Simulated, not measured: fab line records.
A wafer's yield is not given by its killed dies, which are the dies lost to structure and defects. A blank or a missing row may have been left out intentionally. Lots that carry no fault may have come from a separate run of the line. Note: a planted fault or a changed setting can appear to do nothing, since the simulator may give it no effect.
A struck lot beside a sound one ; flow n5Finfet ; 37 out of 1938 route steps
Sound: these wafers, L114.1, L114.2, L114.5. The struck wafers were L998.1, L998.2, L998.4. Last of all comes the cause.
Per side, at each step with rows, come the tool, then ch with its chambers, and then its first start. Under that, the readings that differ: sound wafers ; struck wafers ; difference of the means ; sigmas: that difference in standard deviations of wafers without a fault.
alike: same words and numbers on both sides, and readings whose means sit less than 2 such deviations apart. not compared: any withheld reading, any reading some wafer has no value for, any bound like >300 that may hide the same value, and any number with overlapping values for which the record gives no deviation.
A row with sigmas, a row that says differs or no value, or rows on one side alone: a step with any of these is where the two part. Numbers that don't overlap but have no deviation are shown without sigmas and don't part them. A reading that every wafer of one side lacks parts them only if that side has two wafers or more.

first, 9 steps without rows for these wafers: N5_BEOL_M3_ANNEAL_95 (time 240 s); N5_BEOL_M3_SPUTTER_96 (material Cu, target thk 4.5 nm, time 8.29 s); N5_BEOL_M3_ECD_50 (material Cu, target thk 300 nm); N5_BEOL_M3_ANNEAL_51 (time 90 s); N5_BEOL_M3_CMP_52 (polishes, stops on SiOC, t overpolish 6.8 s, target thk 40 nm); N5_BEOL_M3_PRE_CLEAN_60 (time 15 s); N5_BEOL_M3_CO_CAP_55 (material Co, precursor CCTBA/H2, target thk 2 nm, time 102.1 s); N5_BEOL_M3_PRE_CLEAN_56 (time 15 s); N5_BEOL_M3_DEP_57 (deposits SiCN from 3MS/NH3, target thk 8 nm, time 14 s).
N5_BEOL_M4_ILD_DEP_00: deposits SiOC from DEMS/O2, target thk 79 nm, time 15.3 s.
  sound on pecvd-02 ch 0,1,2, day 13 14:13; struck on pecvd-04 ch 0,1,2, day 9 09:46
  no value came back on the struck wafers for any of 6 readings (chamberPressureTorr (Torr), heaterPowerOuterW (W) and others); on the sound wafers chamberPressureTorr (Torr) reads 5.014 4.986 5.021
  not compared: sinceWetCleanH
then, 24 steps without rows for these wafers: N5_BEOL_M4_PECVD_72 (deposits SiO2 from TEOS/O2, target thk 16 nm, time 18 s); N5_BEOL_M4_HM_DEP_02 (deposits TiN, target thk 20 nm); N5_BEOL_M4_COAT_61 (time 60 s, resist thk 60 nm); N5_BEOL_M4_COAT_62 (time 60 s, resist thk 12 nm); N5_BEOL_M4_COAT_73 (time 60 s, resist thk 5 nm); N5_BEOL_M4_COAT_05 (resist thk 30 nm); N5_BEOL_M4_EBR_07; N5_BEOL_M4_SOFTBAKE_06 (time 60 s); N5_BEOL_M4_EXPOSE_08 (exposes mask M4); N5_BEOL_M4_PEB_09 (peb time 60 s); N5_BEOL_M4_DEVELOP_10 (develop time 30 s); N5_BEOL_M4_DESCUM_16 (chemistry O2, time 7 s); N5_BEOL_M4_ETCH_74 (etches underlayer in N2/H2, target depth 6.5 nm, time 5.2 s); N5_BEOL_M4_ETCH_63 (etches SiARC in CF4, target depth 15.6 nm, time 26 s); N5_BEOL_M4_ETCH_64 (etches SOC in N2/H2, target depth 75 nm, overetch 22.5 nm, time 121.9 s); N5_BEOL_M4_STRIP_65 (strips in N2/H2); N5_BEOL_M4_STRIP_75 (strips in N2/H2); N5_BEOL_M4_STRIP_66 (strips in CF4); N5_BEOL_M4_HM_OPEN_17 (chemistry Cl2/BCl3, target TiN, target depth 20 nm, overetch 6 nm); N5_BEOL_M4_STRIP_19 (strips in O2); N5_BEOL_M4_COAT_67 (time 60 s, resist thk 60 nm); N5_BEOL_M4_COAT_68 (time 60 s, resist thk 12 nm); N5_BEOL_M4_COAT_76 (time 60 s, resist thk 5 nm); N5_BEOL_M4_COAT_22 (resist thk 30 nm).
N5_BEOL_M4_OCD_MEAS_38:
  sound on ocd-02 at day 13 20:53; struck on ocd-02 at day 9 18:19
reading;sound;struck;difference;sigmas
trenchDepthNm (nm);55.4 55.6 54.9;- - -;no value on the struck wafers;
N5_BEOL_M4_RC_MEAS_101:
  the record has rows for the sound wafers here (prober-01 ch 0, day 14 01:10) and none for the struck ones
-- the record jumps here: 4 days lie between the struck wafers' starts before and after (it left off in module BEOL_M4 and takes up again in module PASSIVATION, whose first step shown is number 1936 of the route) --
N5_PASSIVATION_PROBE_49:
  only the struck wafers here have rows in the record (prober-02, day 14 03:44); the sound ones have none

## WHERE THEY PART
At N5_BEOL_M4_ILD_DEP_00 first; at N5_PASSIVATION_PROBE_49 last (within this record only).

WHY: whatever the simulator had introduced
Step skipped in full: pecvd-04, at N5_BEOL_M4_ILD_DEP_00, from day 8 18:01 onward. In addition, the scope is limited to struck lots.
